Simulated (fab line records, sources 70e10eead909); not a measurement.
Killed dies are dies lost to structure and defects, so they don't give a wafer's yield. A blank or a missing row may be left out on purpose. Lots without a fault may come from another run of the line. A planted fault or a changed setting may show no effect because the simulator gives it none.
fab line records | flow nand_harc
record lots=24 wafers=72 last_day=24
route steps=1159 shown A_STAIRCASE@727 A_SGD_CUT@763 A_SLIT@794
lots that met no fault: from a run of the same line without faults
start_h: hours from the record's first day to the start of the lot's first wafer shown | wait_h: hours since the lot's step before | " the same as in the row above | L1.1+2: a row that stands for several wafers | - no value, or no start given | * or withheld: withheld | < > ~ a bound
route shown NAME@n: a module of which the file shows steps, and the number in the route of the first | usual: mean/standard deviation of fault-free wafers | same: alike in all rows | chamber/n: place in a boat | sites: the reading at each site | _std_site: their standard deviation | _edge_site: outer sites' mean less inner sites' | radius_mm: how far each site lies from the wafer's centre | mask NAME#n: copy n | behind: the tool/chamber that last shaped the wafer | hold: why the lot was held/for how many hours/how that ended | device: the transistor (n, p or np) that didn't switch | end of line: the same wafers' tests at the end of the route | a step without rows: its recipe alone | killed: dies lost to structure and defects at the first sort, not the wafer's yield | map: a wafer's dies, x killed, . not, _ none there
set.NAME: the setting as run; set.NAME@STEP: as run at that earlier step | model.NAME: the simulator's own value behind a step, which no gauge read
steps of the route over a sample of lots; a table a step, a row a wafer
services: from which hour (start_h, from the record's first day; less than 0 if before it) a tool's chamber was out of use, for how many hours, and why
## steps
# step NHARC_A_STAIRCASE_ETCH_444
# recipe target_depth_a=1.02e+05 time_s=3400 c4f8_flow_sccm=20 o2_flow_sccm=10 ar_flow_sccm=withheld rf_w=600 bias_w=1000 chemistry=C4F8/O2
# usual oes_product_au=0.929/0.014 rf_vpp_V=806/4.4
# columns lot.wafer tool chamber start_h wait_h oes_product_au rf_hours_counter_h rf_vpp_V
L075.4 rie_diel-01 3 300.61 1.5 0.931 57 811
L075.3 " 2 " " 0.922 63 811
L075.6 " 3 " " 0.929 - 810
L074.1 rie_diel-01 2 302.26 3.1 0.928 64 808
L074.4 " 0 " " 0.930 65 807
L074.6 " 2 " " 0.927 - 809
L076.3 rie_diel-01 0 310.81 0.4 0.927 67 805
L076.5 " 0 " " 0.927 - 807
L076.6 " 1 " " 0.924 - 814
L077.4 rie_diel-09 2 310.89 0.3 0.962 12 803
L077.1 " 3 " " 0.960 21 811
L077.3 " 0 " " 0.983 20 803
L079.1 rie_diel-08 0 331.95 0.1 0.951 8 802
L079.5 " 0 " " 0.948 - 799
L079.6 " 1 " " 0.961 - 806
L078.4 rie_diel-09 0 332.83 0.8 0.930 28 803
L078.5 " 1 " " 0.918 - 806
L078.6 " 2 " " 0.921 - 801
L080.4 rie_diel-08 1 349.67 0.1 0.946 16 805
L080.2 " 3 " " 0.946 15 800
L080.3 " 0 " " 0.932 16 800
L082.1 rie_diel-01 2 349.92 0.4 0.939 10 810
L082.5 " 2 " " 0.949 - 808
L082.4 " 0 " " 0.939 - 806
L081.1 rie_diel-09 3 350.17 0.6 0.920 35 809
L081.5 " 1 " " 0.930 - 805
L081.6 " 2 " " 0.913 - 801
L084.2 rie_diel-01 0 362.07 0.4 0.957 15 806
L084.3 " 1 " " 0.958 15 814
L084.4 " 2 " " 0.970 15 809
L083.1 rie_diel-09 2 362.43 0.5 0.930 33 800
L083.3 " 3 " " 0.917 39 810
L083.5 " 0 " " 0.917 - 805
L087.2 rie_diel-08 3 379.45 0.1 0.915 27 800
L087.4 " 0 " " 0.905 28 801
L087.1 " 2 " " 0.925 24 809
L085.3 rie_diel-09 0 379.51 0.1 0.932 47 803
L085.2 " 3 " " 0.912 48 810
L085.5 " 1 " " 0.929 - 805
L086.2 rie_diel-08 3 381.12 1.7 0.913 29 800
L086.5 " 2 " " 0.923 - 811
L086.6 " 3 " " 0.916 - 799
L089.2 rie_diel-08 2 388.25 0.1 0.916 28 809
L089.4 " 0 " " 0.920 33 801
L089.5 " 2 " " 0.922 - 810
L088.1 rie_diel-09 3 388.36 0.1 0.910 51 811
L088.4 " 0 " " 0.933 51 805
L088.2 " 2 " " 0.909 45 801
L090.3 rie_diel-08 0 401.26 0.4 0.920 38 799
L090.1 " 2 " " 0.923 34 808
L090.5 " 3 " " 0.922 - 799
L091.3 rie_diel-01 1 401.33 0.6 0.932 26 814
L091.6 " 3 " " 0.934 - 811
L091.5 " 0 " " 0.925 - 806
L092.4 rie_diel-09 0 414.07 0.1 0.924 60 804
L092.3 " 1 " " 0.919 60 806
L092.1 " 3 " " 0.913 59 809
L093.1 rie_diel-01 2 430.93 0.4 0.915 38 810
L093.6 " 1 " " 0.921 - 814
L093.4 " 2 " " 0.914 - 809
L096.1 rie_diel-08 0 430.98 0.3 0.918 49 801
L096.4 " 1 " " 0.916 47 806
L096.6 " 1 " " 0.922 - 805
L094.2 rie_diel-09 2 431.04 0.5 0.928 58 801
L094.1 " 3 " " 0.910 65 810
L094.5 " 1 " " 0.920 - 807
L095.3 rie_diel-08 0 436.01 0.1 0.921 52 799
L095.6 " 0 " " 0.928 - 801
L095.5 " 1 " " 0.925 - 805
L097.3 rie_diel-08 3 448.39 0.1 0.923 57 800
L097.4 " 0 " " 0.927 58 800
L097.5 " 0 " " 0.923 - 801
# step NHARC_A_STAIRCASE_ETCHBACK_422
# recipe target_depth_a=400 over_etch_frac=0.3 time_s=74.286 ion_energy_ev=120 ch3f_flow_sccm=50 o2_flow_sccm=30 ar_flow_sccm=200 rf_w=500 bias_w=100 chemistry=CH3F/O2
# usual drypump_motor_current_A=5.57/0.25 oes_product_au=0.95/0.039 rf_vpp_V=244.2/1.5 showerhead_plenum_p_Torr=2.45/0.11 throttle_valve_pct=20.662/0.0094
# columns lot.wafer tool chamber start_h wait_h drypump_motor_current_A oes_product_au rf_hours_counter_h rf_vpp_V showerhead_plenum_p_Torr throttle_valve_pct
L075.4 rie_diel-01 3 304.21 0.1 5.02 1.00 59 245.5 2.54 20.646
L075.3 " 0 " " 5.48 1.01 66 244.4 2.46 20.646
L075.6 " 0 " " 5.48 1.01 - 243.9 2.46 20.668
L074.4 rie_diel-01 0 305.69 0.2 5.48 1.01 66 244.0 2.46 20.678
L074.1 " 1 " " 5.60 1.00 63 246.2 2.63 20.674
L074.6 " 3 " " 5.02 0.99 - 246.6 2.54 20.660
L077.4 rie_diel-09 1 314.26 0.1 5.58 0.92 20 245.0 2.46 20.665
L077.3 " 2 " " 5.62 0.92 13 242.0 2.35 20.667
L077.1 " 0 " " 4.94 0.93 21 243.8 2.40 20.669
L076.3 rie_diel-08 3 314.60 0.2 5.79 0.99 2 242.2 2.30 20.650
L076.5 " 1 " " 5.41 1.00 - 244.5 2.43 20.665
L076.6 " 2 " " 5.54 1.00 - 245.2 2.54 20.658
L079.1 rie_diel-01 2 335.64 0.2 5.69 0.98 4 245.8 2.51 20.655
L079.6 " 0 " " 5.52 1.01 - 244.3 2.45 20.647
L079.5 " 1 " " 5.65 0.99 - 247.0 2.63 20.674
L078.5 rie_diel-01 2 335.79 0.2 5.70 1.00 - 244.8 2.51 20.664
L078.4 " 0 " " 5.48 1.01 - 243.9 2.45 20.655
L078.6 " 1 " " 5.62 1.00 - 246.4 2.63 20.674
L080.3 rie_diel-08 3 353.27 0.1 5.77 0.98 17 241.8 2.30 20.673
L080.2 " 0 " " 5.82 0.99 18 241.1 2.32 20.677
L080.4 " 2 " " 5.58 1.00 18 247.0 2.53 20.652
L081.1 rie_diel-08 2 353.59 0.2 5.55 0.92 18 244.8 2.53 20.656
L081.5 " 3 " " 5.79 0.91 - 241.8 2.30 20.665
L081.6 " 0 " " 5.81 0.91 - 242.0 2.32 20.634
L082.1 rie_diel-08 2 353.88 0.1 5.57 0.92 18 243.8 2.53 20.652
L082.4 " 3 " " 5.78 0.92 17 242.1 2.30 20.669
L082.5 " 3 " " 5.78 0.92 - 242.6 2.30 20.648
L084.3 rie_diel-08 2 366.51 0.1 5.58 0.92 21 245.2 2.53 20.661
L084.4 " 0 " " 5.78 0.93 22 243.3 2.32 20.671
L084.2 " 1 " " 5.43 0.92 23 244.6 2.42 20.670
L083.3 rie_diel-01 2 366.79 0.1 5.68 1.01 16 246.1 2.51 20.653
L083.1 " 1 " " 5.61 1.01 16 246.6 2.63 20.679
L083.5 " 2 " " 5.67 1.01 - 244.2 2.51 20.661
L085.2 rie_diel-01 1 383.15 0.1 5.60 0.92 21 246.8 2.62 20.678
L085.3 " 3 " " 4.99 0.92 14 246.3 2.53 20.660
L085.5 " 2 " " 5.69 0.91 - 244.0 2.50 20.664
L087.2 rie_diel-09 0 383.16 0.1 4.94 0.91 50 241.9 2.39 20.635
L087.4 " 1 " " 5.56 0.92 51 244.4 2.44 20.663
L087.1 " 2 " " 5.61 0.91 43 241.6 2.34 20.666
L086.2 rie_diel-01 2 384.62 0.2 5.66 0.92 22 244.8 2.50 20.656
L086.6 " 1 " " 5.63 0.93 - 246.6 2.62 20.671
L086.5 " 2 " " 5.68 0.92 - 243.7 2.50 20.670
L089.2 rie_diel-01 1 391.98 0.1 5.64 0.94 24 246.5 2.62 20.661
L089.4 " 2 " " 5.68 0.93 24 244.6 2.50 20.658
L089.5 " 0 " " 5.50 0.92 - 244.2 2.44 20.649
L088.2 rie_diel-08 0 392.02 0.2 5.80 0.90 34 242.2 2.31 20.669
L088.4 " 1 " " 5.40 0.91 33 244.1 2.41 20.672
L088.1 " 3 " " 5.77 0.91 34 242.3 2.29 20.657
L091.3 rie_diel-09 1 404.48 0.2 5.59 0.92 57 245.2 2.44 20.666
L091.5 " 3 " " 6.08 0.90 - 244.7 2.51 20.659
L091.6 " 0 " " 4.95 0.92 - 243.7 2.39 20.664
L090.3 rie_diel-08 3 404.84 0.1 5.79 0.98 40 242.0 2.29 20.661
L090.1 " 1 " " 5.43 1.00 38 242.6 2.41 20.657
L090.5 " 3 " " 5.79 0.98 - 242.9 2.29 20.658
L092.1 rie_diel-08 2 417.71 0.1 5.56 0.93 38 245.2 2.52 20.667
L092.3 " 3 " " 5.78 0.92 44 243.3 2.29 20.655
L092.4 " 0 " " 5.82 0.91 44 243.9 2.31 20.659
L094.2 rie_diel-08 1 434.33 0.3 5.42 0.93 48 243.8 2.41 20.653
L094.1 " 0 " " 5.79 0.92 51 242.9 2.31 20.654
L094.5 " 2 " " 5.55 0.93 - 246.3 2.52 20.665
L096.1 rie_diel-08 2 434.59 0.1 5.55 0.92 44 245.2 2.52 20.650
L096.4 " 3 " " 5.76 0.92 50 242.7 2.29 20.666
L096.6 " 2 " " 5.56 0.91 - 245.7 2.52 20.651
L093.1 rie_diel-01 2 434.79 0.2 5.67 0.99 41 244.0 2.50 20.659
L093.4 " 2 " " 5.66 0.98 - 244.7 2.50 20.660
L093.6 " 3 " " 4.99 1.00 - 245.4 2.53 20.653
L095.3 rie_diel-08 0 439.65 0.2 5.81 1.00 54 242.6 2.31 20.655
L095.6 " 3 " " 5.77 0.99 - 241.9 2.28 20.685
L095.5 " 0 " " 5.78 0.99 - 241.6 2.31 20.661
L097.3 rie_diel-01 0 452.02 0.1 5.51 0.93 41 244.4 2.44 20.662
L097.4 " 1 " " 5.61 0.93 47 246.3 2.61 20.681
L097.5 " 0 " " 5.49 0.93 - 243.4 2.44 20.668
# step NHARC_A_STAIRCASE_DEP_471
# recipe target_thk_a=1000 temp_c=400 pressure_torr=6.5 rf_w=900 teos_flow_sccm=161.4 flow_sccm=2650 target_thk_nm=100 gas=O2 material=SiO2
# usual heater_power_w=554/78 throttle_valve_pct=15.7/0.45
# columns lot.wafer tool chamber start_h wait_h heater_power_w throttle_valve_pct
L075.3 pecvd-01 0 305.00 - 559 16.2
L075.4 " 1 " " 528 16.0
L075.6 " 0 " " 542 16.3
L074.1 pecvd-03 1 306.62 - 703 16.1
L074.4 " 0 " " 539 15.1
L074.6 " 2 " " 485 15.4
L077.1 pecvd-04 0 314.94 - 683 15.8
L077.3 " 1 " " 643 15.1
L077.4 " 1 " " 652 15.0
L076.3 pecvd-03 1 315.25 - 586 16.0
L076.5 " 1 " " 620 15.6
L076.6 " 2 " " 516 15.1
L079.1 pecvd-03 1 336.59 - 663 16.1
L079.5 " 0 " " 534 15.4
L079.6 " 1 " " 669 15.9
L078.4 pecvd-04 1 336.86 - 556 15.6
L078.5 " 2 " " 470 16.2
L078.6 " 0 " " 682 15.4
L080.2 pecvd-03 2 354.04 - 424 15.2
L080.4 " 0 " " 549 15.2
L080.3 " 2 " " 439 15.7
L081.1 pecvd-03 0 354.26 - 506 15.2
L081.5 " 0 " " 509 15.3
L081.6 " 2 " " 519 15.3
L082.1 pecvd-04 1 354.61 - 650 15.3
L082.4 " 2 " " 420 16.2
L082.5 " 0 " " 687 15.4
L084.2 pecvd-03 2 367.22 - 452 15.8
L084.3 " 0 " " 474 15.3
L084.4 " 2 " " 467 15.4
L083.3 pecvd-04 0 367.96 - 590 15.4
L083.1 " 1 " " 691 15.3
L083.5 " 2 " " 551 16.2
L085.3 pecvd-01 2 383.97 - 446 16.8
L085.2 " 0 " " 469 16.4
L085.5 " 1 " " 586 16.1
L087.1 pecvd-03 1 383.98 - 583 16.0
L087.2 " 0 " " 431 15.3
L087.4 " 1 " " 591 15.9
L086.2 pecvd-03 0 385.46 - 563 15.0
L086.5 " 1 " " 627 15.9
L086.6 " 2 " " 518 15.2
L089.2 pecvd-04 0 392.66 - 685 15.3
L089.5 " 1 " " 578 15.3
L089.4 " 0 " " 677 15.2
L088.1 pecvd-03 1 392.75 - 637 16.3
L088.2 " 0 " " 506 15.2
L088.4 " 2 " " 497 15.4
L091.3 pecvd-01 0 405.19 - 539 16.5
L091.6 " 0 " " 532 16.5
L091.5 " 1 " " 540 16.5
L090.3 pecvd-03 0 405.50 - 534 15.4
L090.1 " 1 " " 670 15.9
L090.5 " 1 " " 663 16.2
L092.3 pecvd-04 0 418.40 - 615 15.3
L092.1 " 1 " " 687 15.4
L092.4 " 1 " " 687 15.6
L096.1 pecvd-04 0 435.46 - 611 15.3
L096.4 " 2 " " 558 15.5
L096.6 " 0 " " 629 15.1
L093.1 pecvd-03 1 435.70 - 569 16.0
L093.6 " 0 " " 506 15.4
L093.4 " 1 " " 576 16.0
L094.1 pecvd-01 0 435.93 - 428 15.6
L094.2 " 2 " " 513 16.3
L094.5 " 0 " " 440 15.7
L095.3 pecvd-03 2 440.91 0.1 427 15.8
L095.5 " 2 " " 424 16.1
L095.6 " 0 " " 503 15.3
L097.3 pecvd-01 2 452.68 - 474 16.5
L097.5 " 0 " " 549 15.7
L097.4 " 1 " " 553 16.6
# step NHARC_A_SGD_CUT_ETCH_59
# recipe target_depth_a=2600 over_etch_frac=0.25 time_s=406.25 ion_energy_ev=200 n2_flow_sccm=150 h2_flow_sccm=150 ar_flow_sccm=0 rf_w=400 bias_w=150 chemistry=N2/H2
# usual drypump_motor_current_A=5.6/0.45 oes_product_au=1.001/0.0081 rf_vpp_V=429.2/2.6 showerhead_plenum_p_Torr=1.99/0.091 throttle_valve_pct=14.171/0.0093
# columns lot.wafer tool chamber start_h wait_h drypump_motor_current_A oes_product_au rf_hours_counter_h rf_vpp_V showerhead_plenum_p_Torr throttle_valve_pct
L075.4 rie_diel-13 3 - - 5.2 0.985 2 427.6 1.97 14.183
L075.3 " 0 " " 6.3 0.982 2 431.8 2.09 14.160
L075.6 " 1 " " 5.1 1.003 - 428.1 1.95 14.186
L074.1 rie_diel-03 0 - - 6.1 0.994 5 432.8 2.12 14.185
L074.4 " 1 " " 4.9 1.003 5 426.2 1.89 14.170
L074.6 " 2 " " 5.9 0.999 - 431.3 2.08 14.179
L077.1 rie_diel-13 2 - - 6.0 1.003 4 428.0 1.94 14.177
L077.3 " 3 " " 5.2 0.989 3 426.9 1.97 14.162
L077.4 " 0 " " 6.2 0.986 3 431.6 2.09 14.160
L076.3 rie_diel-03 2 - - 5.9 1.003 6 432.4 2.08 14.164
L076.6 " 2 " " 5.9 0.985 - 432.6 2.08 14.163
L076.5 " 3 " " 5.6 1.008 - 430.3 1.99 14.161
L079.1 rie_diel-03 3 - - 5.6 1.003 7 429.8 1.99 14.176
L079.5 " 3 " " 5.6 0.997 - 428.4 1.99 14.152
L079.6 " 1 " " 4.8 1.005 - 426.6 1.89 14.158
L078.4 rie_diel-13 0 - - 6.3 0.993 5 431.6 2.09 14.166
L078.5 " 0 " " 6.3 0.995 - 431.8 2.09 14.173
L078.6 " 1 " " 5.1 1.005 - 429.4 1.95 14.159
L080.2 rie_diel-02 2 - - 5.5 1.013 3 427.6 1.90 14.176
L080.4 " 0 " " 5.1 0.995 2 434.7 2.19 14.168
L080.3 " 1 " " 6.0 0.996 2 427.4 1.91 14.175
L081.1 rie_diel-13 3 - - 5.2 0.989 8 429.7 1.97 14.175
L081.6 " 1 " " 5.1 1.001 - 427.5 1.95 14.157
L081.5 " 2 " " 6.0 1.012 - 428.0 1.94 14.179
L082.1 rie_diel-03 2 - - 5.9 0.998 8 433.4 2.08 14.158
L082.5 " 1 " " 4.9 1.000 - 425.8 1.89 14.171
L082.4 " 0 " " 6.1 0.998 - 431.3 2.12 14.167
L084.3 rie_diel-03 2 - - 5.9 0.994 8 431.2 2.08 14.171
L084.4 " 3 " " 5.6 1.001 9 429.5 1.99 14.148
L084.2 " 1 " " 4.8 1.004 9 425.8 1.89 14.164
L083.3 rie_diel-13 3 - - 5.2 0.985 8 426.4 1.97 14.159
L083.1 " 1 " " 5.1 1.011 8 427.9 1.95 14.184
L083.5 " 3 " " 5.2 0.991 - 427.8 1.97 14.181
L087.2 rie_diel-03 3 - - 5.6 0.997 11 429.4 1.99 14.178
L087.4 " 1 " " 4.9 1.001 10 426.6 1.89 14.183
L087.1 " 2 " " 5.9 0.997 10 429.4 2.08 14.159
L085.2 rie_diel-02 2 - - 5.5 1.011 5 427.0 1.90 14.181
L085.3 " 3 " " 5.1 1.008 5 425.3 1.90 14.158
L085.5 " 1 " " 5.9 1.015 - 428.3 1.91 14.186
L086.2 rie_diel-03 2 - - 5.9 0.994 10 432.0 2.08 14.163
L086.5 " 3 " " 5.6 1.004 - 430.3 1.99 14.173
L086.6 " 0 " " 6.1 1.007 - 433.9 2.12 14.184
L089.4 rie_diel-02 3 - - 5.1 1.002 6 428.2 1.89 14.193
L089.2 " 1 " " 5.9 0.993 5 428.7 1.91 14.184
L089.5 " 2 " " 5.5 1.000 - 425.4 1.90 14.179
L088.4 rie_diel-13 2 - - 6.1 1.001 11 428.1 1.94 14.170
L088.1 " 3 " " 5.2 0.986 11 429.1 1.97 14.166
L088.2 " 1 " " 5.1 1.001 11 427.9 1.95 14.181
L090.3 rie_diel-02 3 - - 5.1 1.009 7 426.9 1.89 14.163
L090.1 " 2 " " 5.5 1.005 8 425.6 1.90 14.172
L090.5 " 3 " " 5.1 1.004 - 426.4 1.89 14.156
L091.3 rie_diel-13 3 - - 5.2 1.004 13 428.3 1.97 14.163
L091.6 " 1 " " 5.1 1.009 - 429.2 1.95 14.168
L091.5 " 2 " " 6.0 0.995 - 429.1 1.94 14.163
L092.4 rie_diel-03 2 - - 5.9 0.989 1 431.1 2.08 14.170
L092.3 " 3 " " 5.6 0.997 1 429.1 1.98 14.174
L092.1 " 1 " " 4.8 1.004 2 426.2 1.89 14.176
L096.1 rie_diel-13 1 437.34 0.2 5.1 1.008 15 427.4 1.95 14.169
L096.4 " 1 " " 5.1 1.016 - 427.1 1.95 14.173
L096.6 " 2 " " 6.0 0.997 - 427.4 1.94 14.160
L093.1 rie_diel-02 0 - - 5.1 1.007 10 434.8 2.19 14.153
L093.4 " 2 " " 5.5 1.004 11 426.6 1.90 14.182
L093.6 " 3 " " 5.1 1.005 - 426.1 1.89 14.176
L094.2 rie_diel-03 2 - - 5.9 0.998 2 431.4 2.08 14.157
L094.1 " 3 " " 5.6 0.995 2 429.7 1.98 14.177
L094.5 " 3 " " 5.6 1.009 - 428.8 1.98 14.170
L095.3 rie_diel-02 1 - - 5.9 0.997 11 427.4 1.91 14.189
L095.5 " 2 " " 5.5 1.003 - 427.0 1.90 14.170
L095.6 " 3 " " 5.1 1.001 - 427.2 1.89 14.169
L097.3 rie_diel-03 0 - - 6.1 0.995 4 434.0 2.12 14.175
L097.4 " 1 " " 4.8 1.008 5 425.7 1.89 14.166
L097.5 " 3 " " 5.6 1.003 - 429.0 1.98 14.176
# step NHARC_A_SGD_CUT_THK_MEAS_22
# recipe thk_meas_gauge=ellipsometry
# usual thk_nm=148.2/1.6
# columns lot.wafer tool chamber start_h wait_h thk_nm
L075.3 film_metro-02 - 311.78 0.2 148.3
L075.4 " - " " 148.5
L075.6 " - " " 147.4
L074.1 film_metro-02 - 311.80 0.2 147.5
L074.4 " - " " 149.8
L074.6 " - " " 149.1
L077.1 film_metro-02 - 323.95 0.2 149.8
L077.3 " - " " 149.4
L077.4 " - " " 149.2
L076.3 film_metro-01 - 323.98 0.2 145.9
L076.5 " - " " 148.4
L076.6 " - " " 146.4
L079.1 film_metro-01 - 347.12 0.2 148.3
L079.5 " - " " 148.0
L079.6 " - " " 149.2
L078.4 film_metro-02 - 347.12 0.2 148.7
L078.5 " - " " 149.5
L078.6 " - " " 150.1
L080.2 film_metro-01 - 362.05 0.2 145.3
L080.3 " - " " 145.9
L080.4 " - " " 146.6
L081.1 film_metro-02 - 362.20 0.2 150.2
L081.5 " - " " 147.9
L081.6 " - " " 148.7
L082.1 film_metro-01 - 362.35 0.2 149.6
L082.4 " - " " 147.3
L082.5 " - " " 148.9
L084.2 film_metro-01 - 374.38 0.2 148.7
L084.3 " - " " 151.6
L084.4 " - " " 146.5
L083.1 film_metro-02 - 374.38 0.2 146.7
L083.3 " - " " 148.0
L083.5 " - " " 146.3
L085.2 film_metro-01 - 391.30 0.2 148.8
L085.3 " - " " 146.3
L085.5 " - " " 147.8
L087.1 film_metro-02 - 391.30 0.2 150.3
L087.2 " - " " 145.7
L087.4 " - " " 150.1
L086.2 film_metro-01 - 391.45 0.2 145.6
L086.5 " - " " 147.0
L086.6 " - " " 147.4
L089.2 film_metro-02 - 401.76 0.2 147.6
L089.4 " - " " 149.1
L089.5 " - " " 147.9
L088.1 film_metro-02 - 401.91 0.2 149.0
L088.2 " - " " 149.7
L088.4 " - " " 150.0
L090.1 film_metro-01 - 414.07 0.2 148.8
L090.3 " - " " 152.2
L090.5 " - " " 147.1
L091.3 film_metro-01 - 414.08 0.2 146.7
L091.5 " - " " 147.9
L091.6 " - " " 145.8
L092.1 film_metro-01 - 425.95 0.2 147.4
L092.3 " - " " 150.1
L092.4 " - " " 147.7
L093.1 film_metro-01 - 442.99 0.2 146.2
L093.4 " - " " 146.6
L093.6 " - " " 147.8
L096.1 film_metro-02 - 442.99 0.2 146.1
L096.4 " - " " 148.4
L096.6 " - " " 147.2
L094.1 film_metro-02 - 443.14 0.2 148.8
L094.2 " - " " 147.2
L094.5 " - " " 147.2
L095.3 film_metro-02 - 448.23 0.2 148.5
L095.5 " - " " 146.0
L095.6 " - " " 148.7
L097.3 film_metro-01 - 461.47 0.2 148.0
L097.4 " - " " 150.1
L097.5 " - " " 150.7
# step NHARC_A_SLIT_ETCH_24
# recipe target_depth_a=1210 time_s=60.5 cf4_flow_sccm=100 chf3_flow_sccm=30 ar_flow_sccm=0 rf_w=500 bias_w=200 chemistry=CF4/CHF3
# usual drypump_motor_current_A=5.8/0.5 oes_product_au=0.960/0.017 rf_vpp_V=370.7/2.7 showerhead_plenum_p_Torr=1.57/0.076 throttle_valve_pct=16.802/0.0091
# columns lot.wafer tool chamber start_h wait_h drypump_motor_current_A oes_product_au rf_hours_counter_h rf_vpp_V showerhead_plenum_p_Torr throttle_valve_pct
L075.4 rie_diel-06 1 315.61 0.1 6.0 0.972 5 367.7 1.47 16.784
L075.3 " 0 " " 5.9 0.977 5 373.8 1.64 16.797
L075.6 " 2 " " 5.6 0.972 - 367.5 1.50 16.807
L074.1 rie_diel-07 1 316.34 0.1 5.9 0.975 5 374.3 1.65 16.824
L074.4 " 2 " " 6.3 0.956 5 372.5 1.64 16.797
L074.6 " 1 " " 5.9 0.965 - 374.6 1.65 16.796
L077.3 rie_diel-06 3 327.93 0.1 5.0 0.982 7 367.1 1.47 16.780
L077.1 " 0 " " 5.9 0.975 6 372.8 1.64 16.804
L077.4 " 1 " " 6.0 0.961 6 367.4 1.47 16.792
L076.3 rie_diel-07 2 329.26 0.1 6.3 0.948 6 373.3 1.64 16.795
L076.6 " 3 " " 6.1 0.947 - 369.4 1.53 16.812
L076.5 " 0 " " 6.7 0.973 - 369.3 1.58 16.812
L078.4 rie_diel-07 2 351.02 0.1 6.3 0.963 7 372.5 1.64 16.796
L078.5 " 3 " " 6.1 0.959 - 368.8 1.53 16.802
L078.6 " 0 " " 6.7 0.952 - 368.7 1.58 16.808
L079.1 rie_diel-06 3 351.29 0.1 5.0 0.966 9 368.3 1.47 16.797
L079.5 " 1 " " 6.0 0.954 - 366.6 1.47 16.804
L079.6 " 0 " " 5.9 0.957 - 372.3 1.64 16.797
L080.3 rie_diel-12 2 367.40 0.1 5.4 0.957 12 375.1 1.68 16.811
L080.4 " 3 " " 6.5 0.966 12 371.8 1.65 16.806
L080.2 " 0 " " 5.8 0.944 11 373.1 1.63 16.801
L081.1 rie_diel-06 0 369.50 0.1 5.9 0.979 10 374.4 1.64 16.815
L081.6 " 0 " " 5.9 0.971 - 372.3 1.64 16.808
L081.5 " 1 " " 6.0 0.968 - 367.2 1.47 16.795
L082.1 rie_diel-12 3 370.13 0.1 6.5 0.966 12 371.9 1.65 16.795
L082.4 " 1 " " 4.9 0.962 12 371.5 1.58 16.821
L082.5 " 0 " " 5.8 0.933 - 372.3 1.63 16.811
L084.4 rie_diel-12 1 378.96 0.1 4.9 0.945 12 371.8 1.58 16.802
L084.3 " 2 " " 5.3 0.971 13 374.6 1.68 16.795
L084.2 " 0 " " 5.8 0.933 12 372.7 1.63 16.802
L083.3 rie_diel-06 3 379.24 0.1 5.0 0.976 12 367.2 1.47 16.801
L083.1 " 0 " " 5.9 0.982 11 372.1 1.64 16.795
L083.5 " 2 " " 5.6 0.946 - 369.1 1.50 16.816
L087.2 rie_diel-12 1 395.13 0.1 4.9 0.974 1 370.2 1.58 16.804
L087.4 " 2 " " 5.4 0.941 0 374.3 1.68 16.817
L087.1 " 3 " " 6.5 0.976 1 373.7 1.65 16.818
L085.3 rie_diel-07 1 395.70 0.1 5.8 0.916 10 374.2 1.65 16.778
L085.2 " 0 " " 6.7 0.922 10 371.8 1.58 16.808
L085.5 " 1 " " 5.9 0.927 - 373.8 1.65 16.814
L086.2 rie_diel-06 3 395.88 0.1 5.0 0.962 13 368.7 1.47 16.791
L086.6 " 1 " " 6.1 0.991 - 367.4 1.47 16.792
L086.5 " 2 " " 5.6 0.945 - 369.5 1.50 16.813
L089.2 rie_diel-06 2 405.90 0.1 5.6 0.916 13 367.8 1.50 16.797
L089.4 " 0 " " 5.9 0.928 13 373.9 1.64 16.786
L089.5 " 1 " " 6.0 0.926 - 366.0 1.46 16.792
L088.1 rie_diel-12 3 406.04 0.1 6.5 0.966 2 371.3 1.65 16.820
L088.2 " 1 " " 4.9 0.978 2 371.1 1.58 16.795
L088.4 " 2 " " 5.4 0.946 1 374.6 1.68 16.806
L090.1 rie_diel-12 0 420.22 0.1 5.8 0.947 3 372.4 1.63 16.806
L090.3 " 3 " " 6.5 0.977 3 372.4 1.65 16.810
L090.5 " 0 " " 5.8 0.948 - 373.0 1.63 16.810
L091.3 rie_diel-12 2 421.44 0.1 5.4 0.932 2 373.7 1.68 16.800
L091.5 " 3 " " 6.5 0.966 - 373.5 1.65 16.788
L091.6 " 0 " " 5.8 0.951 - 372.7 1.63 16.804
L092.4 rie_diel-06 0 431.10 0.1 5.9 0.965 0 371.8 1.64 16.804
L092.1 " 1 " " 6.0 0.986 1 367.4 1.46 16.815
L092.3 " 2 " " 5.6 0.960 1 368.9 1.50 16.787
L093.1 rie_diel-07 3 446.69 0.1 6.1 0.963 2 368.3 1.53 16.789
L093.4 " 0 " " 6.7 0.969 3 370.9 1.58 16.801
L093.6 " 2 " " 6.3 0.963 - 375.0 1.64 16.807
L096.4 rie_diel-06 2 447.01 0.1 5.6 0.972 2 369.0 1.50 16.793
L096.1 " 0 " " 5.9 0.955 2 372.9 1.63 16.801
L096.6 " 1 " " 6.0 0.964 - 367.9 1.46 16.805
L094.1 rie_diel-07 1 448.87 0.1 5.9 0.964 3 373.1 1.65 16.787
L094.2 " 2 " " 6.3 0.965 2 372.5 1.64 16.794
L094.5 " 1 " " 5.8 0.950 - 373.9 1.65 16.785
L095.3 rie_diel-06 2 452.57 0.1 5.6 0.958 2 367.5 1.50 16.797
L095.6 " 0 " " 5.9 0.943 - 372.9 1.63 16.785
L095.5 " 1 " " 6.0 0.939 - 365.5 1.46 16.807
L097.3 rie_diel-06 0 467.91 0.1 5.9 0.983 4 371.6 1.63 16.801
L097.4 " 1 " " 6.0 0.966 3 367.1 1.46 16.798
L097.5 " 3 " " 5.0 0.977 - 367.2 1.47 16.792
## services
# columns tool chamber start_h hours kind
rie_diel-09 2 278.74 10.0 repair
pecvd-03 - 292.26 13.0 pm
rie_diel-09 2 295.60 8.1 repair
rie_diel-08 - 301.88 9.0 pm
rie_diel-13 1 302.62 2.0 repair
rie_diel-01 2 306.60 9.9 repair
rie_diel-01 - 314.80 9.0 pm
rie_diel-01 3 331.80 21.5 repair
rie_diel-03 2 334.36 13.8 repair
rie_diel-06 2 350.02 8.7 repair
rie_diel-03 3 355.05 4.6 repair
rie_diel-06 - 365.64 0.5 repair
rie_diel-03 - 392.30 9.0 pm
rie_diel-06 0 392.97 1.4 repair
rie_diel-01 1 402.50 4.2 repair
rie_diel-03 - 408.10 0.9 repair
rie_diel-13 1 414.47 6.7 repair
rie_diel-06 0 417.45 6.4 repair
rie_diel-06 - 418.20 9.0 pm
rie_diel-13 0 422.73 16.6 repair
rie_diel-01 0 427.90 15.1 repair
rie_diel-09 - 432.00 9.0 pm
rie_diel-01 3 436.30 5.6 repair
rie_diel-03 2 443.81 3.2 repair
## key
fault none
